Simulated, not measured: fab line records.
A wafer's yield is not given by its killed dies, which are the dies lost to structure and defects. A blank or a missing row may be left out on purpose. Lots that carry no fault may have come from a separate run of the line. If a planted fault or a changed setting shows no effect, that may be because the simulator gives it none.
Matching of chambers | flow nand-harc | 4 sister chambers for NHARC_A_STAIRCASE_DESCUM_252 on rie-diel-11
The step chemistry O2, time 3 s. 4 wafers are shown with their chamber, then 9 later ones without.

== WAFERS WITH THEIR CHAMBER ==
wafer  | chamber | showerhead-plenum-p-Torr (Torr)
L079.6 | 3       | 1.89
L084.1 | 0       | 1.93
L084.2 | 2       | 1.94
L084.3 | 1       | 1.79

== WAFERS WITHOUT THEIR CHAMBER ==
wafer  | showerhead-plenum-p-Torr (Torr)
L091.1 | 1.93
L091.2 | 1.79
L091.6 | 1.79
L093.3 | 1.93
L093.5 | 1.88
L093.6 | 1.93
L094.2 | 1.93
L094.3 | 1.92
L094.4 | 1.88

== THE CHAMBER EACH PASSED THROUGH ==
wafer  | from the rows above     | in truth
L091.1 | can't be placed: 0 or 2 | 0
L091.2 | 1                       | 1
L091.6 | 1                       | 1
L093.3 | can't be placed: 0 or 2 | 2
L093.5 | 3                       | 3
L093.6 | can't be placed: 0 or 2 | 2
L094.2 | can't be placed: 0 or 2 | 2
L094.3 | can't be placed: 0 or 2 | 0
L094.4 | 3                       | 3
4 of 9 placed correctly. Unplaceable from these rows: 5, with the true chamber sitting among the candidates in 5. Wrongly placed: 0.
How it was worked out, from the rows above alone: a wafer's distance from a chamber is the root of the sum, over the readings, of the square of ((its reading less the chamber's mean) divided by the reading's scatter). The wafer belongs to the nearest chamber; if the next one is less than 2 further off, it can't be placed. Each chamber's mean is taken over the wafers shown for it. The scatter: with one shown wafer a chamber, the root of the mean of the squares of how far each hidden wafer lies from its nearest shown one.
